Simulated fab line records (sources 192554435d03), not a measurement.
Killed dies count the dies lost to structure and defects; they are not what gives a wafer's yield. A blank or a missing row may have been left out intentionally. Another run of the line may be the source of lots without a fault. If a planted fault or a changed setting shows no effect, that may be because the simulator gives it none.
Chamber matching + flow n5-finfet + N5_ILD0_ALD_15 on ald-sin-01: 4 sister chambers
The step deposits SiNx, target thk 24 nm, pulse time 1 s, ald cycles 480. 8 wafers are shown with their chamber, then 12 later ones without.

## WAFERS, EACH WITH ITS CHAMBER
| wafer  | chamber | heater-power-w (W) | precursor-pulse-height-rel |
|--------|---------|--------------------|----------------------------|
| L080.2 | 0       | 912                | 0.998                      |
| L087.5 | 2       | 904                | 1.001                      |
| L089.3 | 0       | 918                | 1.008                      |
| L090.3 | 2       | 911                | 1.008                      |
| L090.4 | 3       | 922                | 0.998                      |
| L091.1 | 1       | 953                | 0.999                      |
| L091.3 | 3       | 914                | 1.043                      |
| L091.6 | 1       | 943                | 0.979                      |

## WAFERS WITH NO CHAMBER GIVEN
| wafer  | heater-power-w (W) | precursor-pulse-height-rel |
|--------|--------------------|----------------------------|
| L093.1 | 933                | 0.959                      |
| L093.3 | 938                | 1.022                      |
| L093.6 | 916                | 1.000                      |
| L094.1 | 904                | 1.007                      |
| L094.2 | 907                | 0.970                      |
| L094.3 | 934                | 1.012                      |
| L095.2 | 926                | 0.984                      |
| L095.3 | 960                | 1.030                      |
| L095.6 | 934                | 0.978                      |
| L097.1 | 945                | 0.988                      |
| L097.3 | 953                | 0.992                      |
| L097.6 | 906                | 0.993                      |

## THE CHAMBER EACH PASSED THROUGH
| wafer  | from the rows above               | in truth                   |
|--------|-----------------------------------|----------------------------|
| L093.1 | can't be placed: 1 or 0 or 3      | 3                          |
| L093.3 | can't be placed: 1 or 3 or 0      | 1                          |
| L093.6 | can't be placed: 0 or 3 or 2      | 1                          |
| L094.1 | can't be placed: 2 or 0 or 3      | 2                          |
| L094.2 | can't be placed: 2 or 0 or 3      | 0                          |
| L094.3 | can't be placed: 1 or 3 or 0 or 2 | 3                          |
| L095.2 | can't be placed: 0 or 3 or 2 or 1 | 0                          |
| L095.3 | 1                                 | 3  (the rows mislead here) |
| L095.6 | can't be placed: 1 or 0 or 3      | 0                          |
| L097.1 | 1                                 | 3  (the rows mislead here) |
| L097.3 | 1                                 | 1                          |
| L097.6 | can't be placed: 2 or 0 or 3      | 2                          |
Correctly placed: 1 of 12. Cannot be placed on the basis of these rows: 9; the candidates contain the true chamber in 8. Number placed wrongly: 2.
How it was worked out, from the rows above alone: a wafer's distance from a chamber is the root of the sum, over the readings, of the square of ((its reading less the chamber's mean) divided by the reading's scatter). The wafer belongs to the nearest chamber; if the next one is less than 2 further off, it can't be placed. The mean given for a chamber averages the wafers shown for that chamber. The scatter is the square root of a quotient: the sum, over the shown wafers, of each reading's squared deviation from its chamber's mean, divided by wafers minus chambers.
